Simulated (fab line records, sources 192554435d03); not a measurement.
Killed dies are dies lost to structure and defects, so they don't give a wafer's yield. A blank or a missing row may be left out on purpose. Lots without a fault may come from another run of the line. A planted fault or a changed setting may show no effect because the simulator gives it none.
One fault seen from 2 desks | flow n5_finfet | each desk has only its own numbers; what lay behind them comes last

THE METROLOGY DESK
What the gauges read, lot by lot, whatever tool the lot ran on: means of the sampled wafers that have a number. A lot is out of limits, marked OUT, if its mean lies more than 4 standard deviations from the usual mean; the brackets give that distance. Of its 12 readings 7 are shown: those that lie furthest out on some lot.
Columns: A = DIBL_P at N5_BEOL_M4_RC_MEAS_101, usual 35.8 mV/V; B = IOFF_N at N5_BEOL_M4_RC_MEAS_101, usual 0.15 nA/um; C = IOFF_P at N5_BEOL_M4_RC_MEAS_101, usual 0.20 nA/um; D = SS_P at N5_BEOL_M4_RC_MEAS_101, usual 73.2 mV/dec; E = VT_N at N5_BEOL_M4_RC_MEAS_101, usual 250 mV; F = VT_P at N5_BEOL_M4_RC_MEAS_101, usual -251 mV; G = cd_nm at N5_BEOL_M9_CD_MEAS_18, usual 70.3 nm
lot  | first seen here | A    | B    | C    | D    | E   | F    | G
L468 | day 8 07:37     | 33.2 | 0.13 | 0.17 | 72.5 | 253 | -255 | 69.7
L469 | day 8 12:48     | 34.0 | 0.14 | 0.16 | 72.5 | 250 | -253 | 70.3
L471 | day 9 03:26     | 36.5 | 0.19 | 0.28 | 74.2 | 246 | -242 | 69.7
L483 | day 12 02:13    | 34.4 | 0.14 | 0.17 | 73.1 | 251 | -254 | 69.7
L485 | day 12 10:33    | 35.6 | 0.14 | 0.17 | 73.2 | 254 | -257 | 70.6
L482 | day 12 17:39    | 34.9 | 0.14 | 0.20 | 72.9 | 251 | -249 | 70.5
L484 | day 12 18:06    | 34.7 | 0.14 | 0.21 | 72.5 | 251 | -248 | 71.0
L489 | day 13 17:25    | 34.7 | 0.15 | 0.19 | 72.8 | 248 | -252 | 71.4
L490 | day 14 05:07    | 36.2 | 0.15 | 0.19 | 73.1 | 251 | -252 | 70.2
This desk's finding: nothing out of limits on any of the 9 lots.

THE TOOL OWNER'S DESK: rie_diel-05
The tool's own readings at N5_BEOL_M9_STRIP_36 (strips in N2/H2): means of the sampled wafers that have a number, for each lot that ran on this tool. A lot is out of limits, marked OUT, if its mean lies more than 4 standard deviations from the usual mean; the brackets give that distance.
Columns: A = bias_power_w at N5_BEOL_M9_STRIP_36, usual 7.003 W; B = chamber_pressure_mTorr at N5_BEOL_M9_STRIP_36, usual 20.00 mTorr; C = drypump_motor_current_A at N5_BEOL_M9_STRIP_36, usual 5.9 A; D = oes_product_au at N5_BEOL_M9_STRIP_36, usual 0.77 a.u.; E = rf_vpp_V at N5_BEOL_M9_STRIP_36, usual 59.2 V; F = showerhead_plenum_p_Torr at N5_BEOL_M9_STRIP_36, usual 2.53 Torr; G = throttle_valve_pct at N5_BEOL_M9_STRIP_36, usual 23.7 %
lot  | first seen here | A     | B     | C   | D    | E    | F    | G
L468 | day 10 10:24    | 7.001 | 19.99 | 6.2 | 0.68 | 58.4 | 2.47 | 23.2
L471 | day 11 07:35    | 7.019 | 20.02 | 6.3 | 0.76 | 59.4 | 2.49 | 23.3
This desk's finding: nothing out of limits on any of the 2 lots.

PUT TOGETHER
The metrology desk saw nothing out of limits.
The tool owner's desk saw nothing out of limits.

WHAT THE SIMULATOR HAD PUT IN
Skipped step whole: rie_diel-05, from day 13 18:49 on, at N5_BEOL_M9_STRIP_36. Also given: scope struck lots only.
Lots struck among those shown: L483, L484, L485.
